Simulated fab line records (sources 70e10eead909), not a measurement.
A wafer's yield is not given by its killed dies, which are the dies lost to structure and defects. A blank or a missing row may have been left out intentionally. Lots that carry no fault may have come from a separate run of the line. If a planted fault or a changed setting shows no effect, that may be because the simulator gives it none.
8D (eight disciplines) problem report, filled in by code	flow nand harc	the parts of the form that need people (team, actions taken, sign-off) are left out

## 1. THE ISSUE
Wafers with no fault read 200.2 nm with a standard deviation of 2.6, whereas thk nm at NHARC_A_ONON_D1_THK_MEAS_34 reads a mean of 176.4 nm on 1 wafer of 1 lot. That is -9.2 standard deviations from the usual mean.
The step: measures by ellipsometry.
The first sign was on wafer L528.5 at day 11 04:03, on film metro-02. The record has a number at this step for 33 wafers belonging to 11 lots. The rule behind "out" and "out of limits": a value lying over 4 standard deviations away from the usual mean. The rest of the wafers with a number are treated as sound.

## 2. WHAT THIS IS AND IS NOT
question	is	is not
which readings at this step	thk nm	-
which lots	L528	L518, L519, L520, L521, L522, L533, L536, L537, L539, L540
which wafers of those lots	L528.5	L528.1, L528.3
read on which gauges	film metro-02	film metro-01
when	from day 11 04:03	up to then (17 sound wafers); but 15 sound wafers of L533, L536, L537, L539, L540 came after

## 3. THE SUSPECTS, EACH WITH WHAT RULES IT OUT
Counting: if a tool at a process step up to the reading ran every lot that is out, it stays a suspect. Sound lots after the first of them don't rule it out here, since some wafers of a struck lot are sound.
- ruled out: the gauge at NHARC_A_ONON_D1_THK_MEAS_34. All the wafers that are out were read on film metro-02, but those of them that NHARC_A_ONON_D1_DEP_33 has rows for are out there too, on other tools.
- rie diel-13 at NHARC_A_ZERO_WELL_ETCH_19 (etches the open film in N2/H2, target depth 80 nm, overetch 24 nm, time 87.88 s): kept. It ran the lot that is out, L528 (day 9 15:52); its last sound lot up to then is L520 (day 7 16:07).
- pecvd-03 at NHARC_A_ONON_D1_DEP_33 (deposits SiO2, target thk 200 nm): kept. It ran the lot that is out, L528 (day 11 03:41); its last sound lot up to then is L521 (day 9 02:11). Out on those wafers are its own readings of rf fwd power W, showerhead vpp V.
- Within rie diel-13 at NHARC_A_ZERO_WELL_ETCH_19: the wafers that are out ran in chamber 0; their sound lot-mates ran in chambers 1, 2.
- Within pecvd-03 at NHARC_A_ONON_D1_DEP_33: the wafers that are out ran in chamber 0; their sound lot-mates ran in chambers 1, 2.
Left after counting: rie diel-13 at NHARC_A_ZERO_WELL_ETCH_19, pecvd-03 at NHARC_A_ONON_D1_DEP_33.

## 4. THE CAUSE (what the simulator had put in)
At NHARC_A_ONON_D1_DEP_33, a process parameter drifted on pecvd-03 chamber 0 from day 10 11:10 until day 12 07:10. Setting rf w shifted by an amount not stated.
This tool is one of the 2 suspects left after counting.

## 5. THE CHAIN OF EFFECTS, in route order
Each row: a reading where the mean over the struck wafers with a number is more than 3 standard deviations away from the usual. Only readings for which the record gives a usual standard deviation are gone through. hours: the time from each lot's start at the first step in this table that gives one to its start at this step, as a median over the lots. sigmas: the change in usual standard deviations.
hours	step	reading	usual	on struck wafers	change	sigmas
0	NHARC_A_ONON_D1_DEP_33	rf fwd power W	898.0 W	536.6	-361.4	-99 or more
0	NHARC_A_ONON_D1_DEP_33	showerhead vpp V	1880 V	1399	-481	-6.0
0	NHARC_A_ONON_D1_THK_MEAS_34	thk nm	200.2 nm	176.4	-23.8	-9.2
Here are the process steps it includes:
- NHARC_A_ONON_D1_DEP_33: deposits SiO2, target thk 200 nm.

## 6. HOW IT WOULD HAVE BEEN CAUGHT EARLIER
The first out-of-limits reading at a measuring or inspecting step in this record came at day 11 04:03, 17 hours after the fault's start at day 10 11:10.
Tool's own readings at NHARC_A_ONON_D1_DEP_33, rf fwd power W, showerhead vpp V: out on all struck wafers the step has rows for; an alarm limit on them would have tripped on the first.
By day 11 04:03, every lot that is out (1) had started NHARC_A_ONON_D1_DEP_33 on pecvd-03. None of them would have been spared by holding the tool at that moment.
